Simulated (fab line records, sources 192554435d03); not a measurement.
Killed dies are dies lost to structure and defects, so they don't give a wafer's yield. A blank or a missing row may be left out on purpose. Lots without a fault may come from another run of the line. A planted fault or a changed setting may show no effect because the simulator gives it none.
Which tool did it? | flow n5_finfet | 24 lots, 72 wafers sampled, at 4 steps of a route of 1938

WHAT THE GAUGES READ, wafer by wafer
N5_BEOL_M7_RS_MEAS_57: measures by four-point-probe. Usual: M7_RS 0.284 ohm/sq, standard deviation 0.0084.
lot  | measured     | on            | M7_RS (ohm/sq)    | flag
L075 | day 9 23:29  | film_metro-02 | 0.287 0.284 0.284 |
L074 | day 10 07:48 | film_metro-01 | 0.285 0.293 0.290 |
L076 | day 10 09:29 | film_metro-01 | 0.274 0.289 0.269 |
L077 | day 10 12:13 | film_metro-02 | 0.281 0.303 0.295 |
L079 | day 10 22:58 | film_metro-01 | 0.296 0.280 0.282 |
L078 | day 10 23:13 | film_metro-01 | 0.285 0.287 0.278 |
L080 | day 10 23:15 | film_metro-02 | 0.285 0.275 0.295 |
L082 | day 11 02:20 | film_metro-01 | 0.275 0.277 0.270 |
L081 | day 11 07:50 | film_metro-01 | 0.273 0.300 0.269 |
L083 | day 11 18:55 | film_metro-01 | 0.284 0.302 0.285 |
L086 | day 12 23:18 | film_metro-02 | 0.273 0.270 0.284 |
L085 | day 12 23:47 | film_metro-02 | 0.295 0.285 0.288 |
L084 | day 12 23:50 | film_metro-02 | 0.288 0.299 0.286 |
L089 | day 13 07:10 | film_metro-01 | 0.287 0.278 0.282 |
L088 | day 13 07:19 | film_metro-01 | 0.272 0.273 0.284 |
L087 | day 13 07:35 | film_metro-01 | 0.285 0.278 0.283 |
L091 | day 13 12:16 | film_metro-01 | 0.287 0.280 0.296 |
L090 | day 13 19:41 | film_metro-01 | 0.282 0.278 0.286 |
L092 | day 13 21:29 | film_metro-02 | 0.284 0.289 0.267 |
L093 | day 14 03:01 | film_metro-02 | 0.293 0.285 0.276 |
L094 | day 15 00:37 | film_metro-01 | 0.279 0.292 0.276 |
L095 | day 15 06:08 | film_metro-02 | 0.293 0.278 0.276 |
L097 | day 15 11:25 | film_metro-01 | 0.288 0.291 0.282 |
L096 | day 15 13:14 | film_metro-01 | 0.278 0.282 0.272 |

N5_BEOL_M8_CD_MEAS_11: target cd 38.5 nm. Usual: cd_nm 38.5 nm, standard deviation 0.5.
lot  | measured     | on        | cd_nm (nm)     | flag
L075 | day 10 03:54 | cd_sem-03 | 38.4 38.4 38.9 |
L074 | day 10 10:47 | cd_sem-02 | 39.1 38.9 38.1 |
L076 | day 10 11:36 | cd_sem-03 | 38.3 38.4 39.0 |
L077 | day 10 13:52 | cd_sem-02 | 38.0 38.2 37.7 |
L079 | day 11 01:57 | cd_sem-01 | 38.6 39.2 38.6 |
L078 | day 11 01:40 | cd_sem-01 | 38.0 38.3 38.7 |
L080 | day 11 01:43 | cd_sem-02 | 37.4 38.8 37.9 |
L082 | day 11 04:34 | cd_sem-01 | 38.6 38.2 38.3 |
L081 | day 11 10:27 | cd_sem-03 | 38.2 38.3 38.8 |
L083 | day 11 23:21 | cd_sem-02 | 38.3 38.1 38.9 |
L086 | day 13 01:28 | cd_sem-01 | 38.9 39.0 38.5 |
L085 | day 13 01:38 | cd_sem-02 | 38.2 37.5 38.8 |
L084 | day 13 01:48 | cd_sem-03 | 38.9 38.5 38.0 |
L089 | day 13 09:54 | cd_sem-02 | 38.6 38.7 38.6 |
L088 | day 13 10:04 | cd_sem-02 | 39.3 39.5 38.9 |
L087 | day 13 10:21 | cd_sem-03 | 39.0 38.7 38.2 |
L091 | day 13 14:23 | cd_sem-01 | 39.6 39.4 38.4 |
L090 | day 13 22:16 | cd_sem-03 | 38.3 39.1 39.4 |
L092 | day 14 00:01 | cd_sem-01 | 37.8 38.8 38.0 |
L093 | day 14 05:00 | cd_sem-02 | 38.5 39.2 38.5 |
L094 | day 15 02:12 | cd_sem-01 | 38.1 38.1 38.5 |
L095 | day 15 09:18 | cd_sem-02 | 38.1 38.5 38.2 |
L097 | day 15 13:21 | cd_sem-02 | 39.0 38.7 38.4 |
L096 | day 15 19:23 | cd_sem-03 | 38.4 38.5 38.0 |

N5_BEOL_M8_INSPECT_30: inspects for defects (brightfield). Usual: raw_defect_count 422, standard deviation 97.
lot  | measured     | on                | raw_defect_count | flag
L075 | day 10 06:05 | defect_inspect-01 | 463 494 438      |
L074 | day 10 12:20 | defect_inspect-02 | 534 601 518      |
L076 | day 10 12:40 | defect_inspect-01 | 308 272 400      |
L077 | day 10 15:29 | defect_inspect-01 | 324 723 528      |
L079 | day 11 03:47 | defect_inspect-01 | 428 355 419      |
L078 | day 11 03:53 | defect_inspect-02 | 377 411 261      |
L080 | day 11 03:50 | defect_inspect-02 | 564 488 552      |
L082 | day 11 06:19 | defect_inspect-01 | 356 415 469      |
L081 | day 11 14:14 | defect_inspect-01 | 390 417 288      |
L083 | day 12 06:34 | defect_inspect-01 | 438 400 480      |
L086 | day 13 03:44 | defect_inspect-02 | 395 340 312      |
L085 | day 13 03:55 | defect_inspect-01 | 399 327 459      |
L084 | day 13 03:42 | defect_inspect-01 | 352 378 331      |
L089 | day 13 11:00 | defect_inspect-01 | 470 477 538      |
L088 | day 13 11:14 | defect_inspect-01 | 310 436 321      |
L087 | day 13 13:18 | defect_inspect-02 | 271 362 385      |
L091 | day 13 17:02 | defect_inspect-01 | 440 418 477      |
L090 | day 13 23:45 | defect_inspect-01 | 389 255 309      |
L092 | day 14 02:17 | defect_inspect-01 | 354 369 600      |
L093 | day 14 06:25 | defect_inspect-01 | 468 395 430      |
L094 | day 15 03:50 | defect_inspect-01 | 451 562 513      |
L095 | day 15 10:57 | defect_inspect-02 | 405 356 473      |
L097 | day 15 18:44 | defect_inspect-01 | 322 449 525      |
L096 | day 15 20:36 | defect_inspect-02 | 380 339 273      |

WHICH TOOL RAN EACH LOT (tool, then ch and the chambers of the sampled wafers, then the start)
lot  | N5_BEOL_M8_DESCUM_16
L075 | rie_diel-05 ch 0,3, day 10 03:59
L074 | rie_diel-05 ch 0,3, day 10 10:54
L076 | rie_diel-05 ch 1,2,3, day 10 11:41
L077 | rie_diel-01 ch 0,1,3, day 10 14:10
L079 | rie_diel-01 ch 1,2,3, day 11 02:38
L078 | rie_diel-01 ch 0,1,3, day 11 02:03
L080 | rie_diel-06 ch 0,1,2, day 11 02:20
L082 | rie_diel-05 ch 1,2,3, day 11 05:28
L081 | rie_diel-05 ch 0,1,2, day 11 10:32
L083 | rie_diel-05 ch 2,3, day 11 23:51
L086 | rie_diel-06 ch 0,2, day 13 01:34
L085 | rie_diel-05 ch 0,1, day 13 01:43
L084 | rie_diel-06 ch 0,2, day 13 01:53
L089 | rie_diel-05 ch 0,1, day 13 10:00
L088 | rie_diel-06 ch 0,3, day 13 10:09
L087 | rie_diel-01 ch 0,2,3, day 13 10:59
L091 | rie_diel-01 ch 2,3, day 13 15:13
L090 | rie_diel-06 ch 1,2,3, day 13 22:20
L092 | rie_diel-01 ch 1,2,3, day 14 00:17
L093 | rie_diel-01 ch 1,2,3, day 14 05:05
L094 | rie_diel-01 ch 0,1, day 15 02:20
L095 | rie_diel-01 ch 0,1,2, day 15 09:26
L097 | rie_diel-05 ch 0,2,3, day 15 13:32
L096 | rie_diel-05 ch 1,2, day 15 19:36
- N5_BEOL_M8_DESCUM_16: chemistry O2, time 7.9 s.

WHAT THE TOOLS THEMSELVES READ (means of the sampled wafers that have a number; where no wafer has one, the mark that the record gives instead)
N5_BEOL_M8_DESCUM_16. Usual: drypump_motor_current_A 5.6 A, standard deviation 0.4; oes_product_au 0.83 a.u., standard deviation 0.066; rf_vpp_V 243.3 V, standard deviation 1.2; showerhead_plenum_p_Torr 2.11 Torr, standard deviation 0.054; throttle_valve_pct 20.45 %, standard deviation 0.17.
lot  | tool        | drypump_motor_current_A (A) | oes_product_au (a.u.) | rf_vpp_V (V) | showerhead_plenum_p_Torr (Torr) | throttle_valve_pct (%) | flag
L075 | rie_diel-05 | 6.1                         | 0.89                  | 244.5        | 2.12                            | 20.19                  |
L074 | rie_diel-05 | 6.1                         | 0.88                  | 244.3        | 2.12                            | 20.20                  |
L076 | rie_diel-05 | 6.0                         | 0.89                  | 242.6        | 2.07                            | 20.45                  |
L077 | rie_diel-01 | 5.7                         | 0.77                  | 243.4        | 2.14                            | 20.55                  |
L079 | rie_diel-01 | 5.5                         | 0.79                  | 244.1        | 2.14                            | 20.55                  |
L078 | rie_diel-01 | 5.7                         | 0.77                  | 243.7        | 2.14                            | 20.57                  |
L080 | rie_diel-06 | 5.6                         | 0.74                  | 243.6        | 2.08                            | 20.47                  |
L082 | rie_diel-05 | 6.0                         | 0.87                  | 242.1        | 2.06                            | 20.46                  |
L081 | rie_diel-05 | 5.8                         | 0.83                  | 242.5        | 2.06                            | 20.43                  |
L083 | rie_diel-05 | 6.1                         | 0.87                  | 243.9        | 2.09                            | 20.37                  |
L086 | rie_diel-06 | 5.3                         | 0.78                  | 243.4        | 2.16                            | 20.45                  |
L085 | rie_diel-05 | 5.8                         | 0.83                  | 242.1        | 2.05                            | 20.40                  |
L084 | rie_diel-06 | 5.3                         | 0.75                  | 243.4        | 2.12                            | 20.57                  |
L089 | rie_diel-05 | 5.8                         | 0.81                  | 242.1        | 2.05                            | 20.39                  |
L088 | rie_diel-06 | 5.2                         | 0.83                  | 243.4        | 2.13                            | 20.56                  |
L087 | rie_diel-01 | 5.3                         | 0.87                  | 242.7        | 2.14                            | 20.44                  |
L091 | rie_diel-01 | 5.1                         | 0.88                  | 243.0        | 2.14                            | 20.42                  |
L090 | rie_diel-06 | 5.5                         | 0.89                  | 245.0        | 2.19                            | 20.32                  |
L092 | rie_diel-01 | 5.5                         | 0.86                  | 243.8        | 2.13                            | 20.47                  |
L093 | rie_diel-01 | 5.5                         | 0.85                  | 243.9        | 2.13                            | 20.47                  |
L094 | rie_diel-01 | 5.9                         | 0.78                  | 242.9        | 2.11                            | 20.56                  |
L095 | rie_diel-01 | 5.5                         | 0.80                  | 243.3        | 2.12                            | 20.50                  |
L097 | rie_diel-05 | 5.9                         | 0.80                  | 243.0        | 2.08                            | 20.41                  |
L096 | rie_diel-05 | 5.9                         | 0.81                  | 241.1        | 2.02                            | 20.60                  |

THE ANSWER, worked out from the rows above alone
Rule: a lot is off if the mean of its wafers that have a number lies more than 3 standard deviations from the usual mean. A lot without any number at a reading at which 4 lots or more have one is off too. The other lots that the step has rows for count as sound. The gauges are gone through in route order, then the tools' own readings, and for those a lot's mean is taken as printed above. The first step at which some lot is off is used, and at that step the reading that is off furthest; a lot without a number counts as furthest.
No lot is off at any reading shown: from this, nothing can be told.

WHAT THE SIMULATOR HAD PUT IN
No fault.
